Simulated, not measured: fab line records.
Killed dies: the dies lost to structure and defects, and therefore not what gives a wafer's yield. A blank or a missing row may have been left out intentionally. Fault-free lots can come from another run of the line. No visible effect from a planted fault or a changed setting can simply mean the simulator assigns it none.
Comparing a struck lot with a sound one || flow n5_finfet || 39 out of 1938 route steps
Sound: wafers L831.2, L831.3, L831.4. Struck: wafer L816.4. (L816.3 of the same lot was not struck and is left out.) The cause comes at the end.
Per side, at each step with rows, come the tool, then ch with its chambers, and then its first start. Under that, the readings that differ: sound wafers || struck wafers || difference of the means || sigmas: that difference in standard deviations of wafers without a fault.
alike: words and numbers the same on both sides, and readings whose means are apart by under 2 such deviations; not compared: readings that were withheld, readings missing a value for some wafer, numbers with overlapping values and no deviation given by the record, and bounds like >300 which may hide the same value.
Wherever a step has rows on one side only, a row that says differs or no value, or a row with sigmas, the two part there. When numbers do not overlap yet have no deviation, they are printed without sigmas and do not part them. Lack of a reading on every wafer of one side parts them only where that side has two or more wafers.

first, 9 steps without rows for these wafers: N5_BEOL_M13_SOFTBAKE_23 (time 60 s); N5_BEOL_M13_EXPOSE_25 (exposes mask M13, target cd 210 nm); N5_BEOL_M13_PEB_26 (peb time 90 s); N5_BEOL_M13_DEVELOP_27 (develop time 45 s); N5_BEOL_M13_HARDBAKE_32 (time 120 s); N5_BEOL_M13_DESCUM_33 (chemistry O2, time 7.9 s); N5_BEOL_M13_ETCH_67 (etches SiARC in CF4, target depth 143 nm, time 238.3 s); N5_BEOL_M13_ETCH_68 (etches SOC in N2/H2, time 355 s); N5_BEOL_M13_STRIP_69 (strips in N2/H2).
N5_BEOL_M13_TRENCH_ETCH_34: etches SiOC in C4F8/O2/Ar, target depth 413.47 nm, time 162.6 s.
  sound on rie_diel-02 ch 1,2,3, day 16 23:37; struck on rie_diel-04 ch 1, day 13 19:04
{"reading": "drypump_motor_current_A (A)", "sound": "5.6 5.9 4.8", "struck": 6.6, "difference": "+1.2", "sigmas": "+2"}
{"reading": "model.etch.depth_nm (nm)", "sound": "411.5 422.5 413.4", "struck": 503.1, "difference": "+87.3", "sigmas": ""}
  alike: O2_flow_sccm, oes_product_au, rf_vpp_V, showerhead_plenum_p_Torr, throttle_valve_pct
  not compared: rf_hours_counter_h
then, 1 step without rows for these wafers: N5_BEOL_M13_STRIP_70 (strips in C4F8/O2/Ar).
N5_BEOL_M13_OCD_MEAS_35:
  struck on ocd-02, day 13 19:14; sound on ocd-01, day 16 23:48
{"reading": "trench_depth_nm (nm)", "sound": "411 423 413", "struck": 503, "difference": "+87", "sigmas": "+16"}
then, 11 steps without rows for these wafers: N5_BEOL_M13_STRIP_37 (strips in N2/H2); N5_BEOL_M13_ETCH_38 (etches SiCN in CF4/N2, target depth 67.5 nm, time 71.9 s); N5_BEOL_M13_PRECLEAN_39 (cleans in residue remover, time 60 s); N5_BEOL_M13_SRD_40 (time 30 s, dry time 30 s); N5_BEOL_M13_DEGAS_41 (time 60 s); N5_BEOL_M13_PRE_CLEAN_42 (time 30 s); N5_BEOL_M13_SPUTTER_43 (material TaN, target thk 15 nm, time 24.19 s); N5_BEOL_M13_SPUTTER_44 (material Ta, target thk 10 nm, time 16.13 s); N5_BEOL_M13_SPUTTER_45 (material Cu, target thk 80 nm, time 13.33 s); N5_BEOL_M13_ECD_47 (material Cu, target thk 936 nm); N5_BEOL_M13_ANNEAL_48 (time 90 s).
N5_BEOL_M13_CMP_49: polishes, stops on SiOC, t overpolish 17.1 s, target thk 420 nm.
  sound on cmp-01 ch 0,1,2, day 17 01:55; struck on cmp-03 ch 0, day 14 00:38
{"reading": "model.Cu_of_BEOL_M13_ECD_47.thk_nm (nm)", "sound": "417.8 428 418.4", "struck": 509.8, "difference": "+88.4", "sigmas": ""}
  alike: barrier_field_endpoint_s, motor_current_A, overpolish_run_s
N5_BEOL_M13_THK_MEAS_50: measures by xrf.
  struck on film_metro-02, day 14 00:56; sound on film_metro-01, day 17 02:13
{"reading": "M13_THK (nm)", "sound": "424 431 424", "struck": 515, "difference": "+89", "sigmas": "+15"}
then, 2 steps without rows for these wafers: N5_BEOL_M13_PRE_CLEAN_52 (time 15 s); N5_BEOL_M13_DEP_53 (deposits SiCN from 3MS/NH3, target thk 50 nm, time 17.8 s).
N5_BEOL_M13_RS_MEAS_54: measures by four-point-probe.
  struck on film_metro-02, day 14 01:05; sound on film_metro-02, day 17 02:20
{"reading": "M13_RS (ohm/sq)", "sound": "0.0450 0.0440 0.0451", "struck": 0.0367, "difference": -0.0080, "sigmas": -13}
then, 9 steps without rows for these wafers: N5_BEOL_M14_ILD_DEP_00 (deposits SiO2 from TEOS/O2, target thk 1119.3 nm, time 237.4 s); N5_BEOL_M14_COAT_58 (time 60 s, resist thk 89 nm); N5_BEOL_M14_COAT_04 (resist thk 800 nm); N5_BEOL_M14_EBR_06; N5_BEOL_M14_SOFTBAKE_05 (time 60 s); N5_BEOL_M14_EXPOSE_07 (exposes mask V13); N5_BEOL_M14_PEB_08 (peb time 90 s); N5_BEOL_M14_DEVELOP_09 (develop time 45 s); N5_BEOL_M14_HARDBAKE_14 (time 120 s).
N5_BEOL_M15_RC_MEAS_101:
  sound on prober-02 ch 0, day 17 13:56; struck on prober-01 ch 0, day 14 15:13
{"reading": "COMB_M10 (S/m)", "sound": "2.4e-11 2.2e-11 1.3e-11", "struck": 1.3e-11, "difference": -6.7e-12, "sigmas": -2}
{"reading": "SERP_M13 (ohm/um)", "sound": "0.313 0.304 0.311", "struck": 0.248, "difference": -0.061, "sigmas": -12}
{"reading": "SERP_M13_max_site (ohm/um)", "sound": "0.315 0.307 0.313", "struck": 0.251, "difference": -0.061, "sigmas": -11}
{"reading": "SERP_M9 (ohm/um)", "sound": "2.95 3.07 2.94", "struck": 3.14, "difference": "+0.15", "sigmas": "+2"}
  alike: COMB_M11, COMB_M12, COMB_M14, COMB_M15, COMB_M5, COMB_M5_max_site, COMB_M6, COMB_M7, COMB_M8, COMB_M9, SERP_M10, SERP_M11, SERP_M11_max_site, SERP_M12, SERP_M14, SERP_M5, SERP_M5_max_site, SERP_M6, SERP_M7, SERP_M8
N5_PASSIVATION_PROBE_49:
  struck on prober-01, day 15 04:48; sound on prober-02, day 18 02:16
  alike: defect_limited_yield, killed_at_M0_to_M3, killed_at_M4_up, killed_at_contacts, killed_at_front_end, killed_at_other, killed_dies, killed_on_rim, killed_open, killed_short, sort_bin_5_function, sort_bin_6_memory, sort_n_pass, sort_yield_pct

== WHERE THEY PART ==
At N5_BEOL_M13_TRENCH_ETCH_34 first; at N5_BEOL_M15_RC_MEAS_101 last (within this record only). Later steps at which nothing parts them and some readings are alike: N5_PASSIVATION_PROBE_49.

WHY: what had been put in by the simulator
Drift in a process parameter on rie_diel-04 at N5_BEOL_M13_TRENCH_ETCH_34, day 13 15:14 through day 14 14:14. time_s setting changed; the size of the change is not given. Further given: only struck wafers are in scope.
